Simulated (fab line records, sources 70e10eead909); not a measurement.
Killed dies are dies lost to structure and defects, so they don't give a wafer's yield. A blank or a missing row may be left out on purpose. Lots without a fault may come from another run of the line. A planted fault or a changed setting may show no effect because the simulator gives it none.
A struck lot beside a sound one | flow nand_harc | 14 steps out of a route of 1159
Sound: wafers L171.1, L171.5, L171.6. Struck: wafers L175.2, L175.3, L175.5. The cause comes at the end.
At each step with rows: each side's tool, then ch and its chambers, then its first start. Under that, the readings that differ: sound wafers | struck wafers | difference of the means | sigmas: that difference in standard deviations of wafers without a fault.
alike: readings whose means differ by less than 2 such deviations, and words and numbers that are the same on both sides. not compared: withheld readings, readings that some wafer has no value for, bounds like >300 that may hide the same value, and numbers for which the record gives no deviation and whose values overlap.
The two part at a step that has a row with sigmas, a row that says differs or no value, or rows on one side only. Numbers that don't overlap but have no deviation are shown without sigmas and don't part them. A reading that every wafer of one side lacks parts them only if that side has two wafers or more.

first, 1 step without rows for these wafers: NHARC_A_SGD_CUT_ETCH_26 (etches SiO2 in dHF, target depth 45.8 nm).
NHARC_A_SGD_CUT_ETCHBACK_24: etches the open film in CH3F/O2, target depth 50 nm, time 92.857 s.
  sound on rie_diel-07 ch 0,1, day 16 10:39; struck on rie_diel-04 ch 0,3, day 17 01:25
  alike: ch3f_flow_sccm, drypump_motor_current_A, mfc_ar_sccm, oes_product_au, rf_vpp_V, showerhead_plenum_p_Torr, throttle_valve_pct
  not compared: rf_hours_counter_h
NHARC_A_SGD_CUT_STRIP_28: strips in O2, time 20 s.
  sound on rie_diel-07 ch 1,2; struck on rie_diel-04 ch 1,2,3
  alike: drypump_motor_current_A, mfc_ar_sccm, oes_product_au, rf_vpp_V, showerhead_plenum_p_Torr, throttle_valve_pct
  not compared: rf_hours_counter_h
NHARC_A_SGD_CUT_INSPECT_25:
  sound on defect_inspect-01, day 16 10:53; struck on defect_inspect-02, day 17 01:40
  alike: raw_defect_count
NHARC_A_SLIT_DEP_25: deposits SiO2, target thk 200 nm.
  sound on pecvd-01 ch 0,1,2, day 16 10:57; struck on pecvd-01 ch 0,2, day 17 01:50
  alike: chamber_pressure_Torr, heater_power_w, throttle_valve_pct
NHARC_A_SLIT_DEP_00: deposits aC, target thk 3200 nm.
  sound on acl_dep-02 ch 0, day 16 13:01; struck on acl_dep-03 ch 0, day 17 03:44
  alike: throttle_valve_pct
NHARC_A_SLIT_DEP_23: deposits SiON, target thk 100 nm.
  sound on pecvd-03 ch 0,1,2, day 16 15:03; struck on pecvd-03 ch 1,2, day 17 05:25
  alike: chamber_pressure_Torr, heater_power_w
then, 5 steps without rows for these wafers: NHARC_A_SLIT_DEHYDRATE_01 (time 120 s); NHARC_A_SLIT_HMDS_02 (time 30 s); NHARC_A_SLIT_COAT_03 (resist thk 90 nm); NHARC_A_SLIT_SOFTBAKE_04 (time 55 s); NHARC_A_SLIT_EBR_05.
NHARC_A_SLIT_EXPOSE_06: exposes mask SLIT.
  sound on arfi_scanner-01 ch 0, day 16 15:34; struck on arfi_scanner-01 ch 0, day 17 05:51
  reading              | sound             | struck            | difference | sigmas
  exposure_dose_mJ_cm2 | 60.70 60.74 60.80 | 62.60 62.56 62.56 | +1.83      | +29
  alike: mask, focus_offset_nm, stage_vel_mm_s
then, 1 step without rows for these wafers: NHARC_A_SLIT_PEB_07 (peb time 65 s).

WHERE THEY PART
Only at NHARC_A_SLIT_EXPOSE_06, within this record.

WHY: what the simulator had put in
Process parameter drift: arfi_scanner-01, from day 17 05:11 on, at NHARC_A_SLIT_EXPOSE_06. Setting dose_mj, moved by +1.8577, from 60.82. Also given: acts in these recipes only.
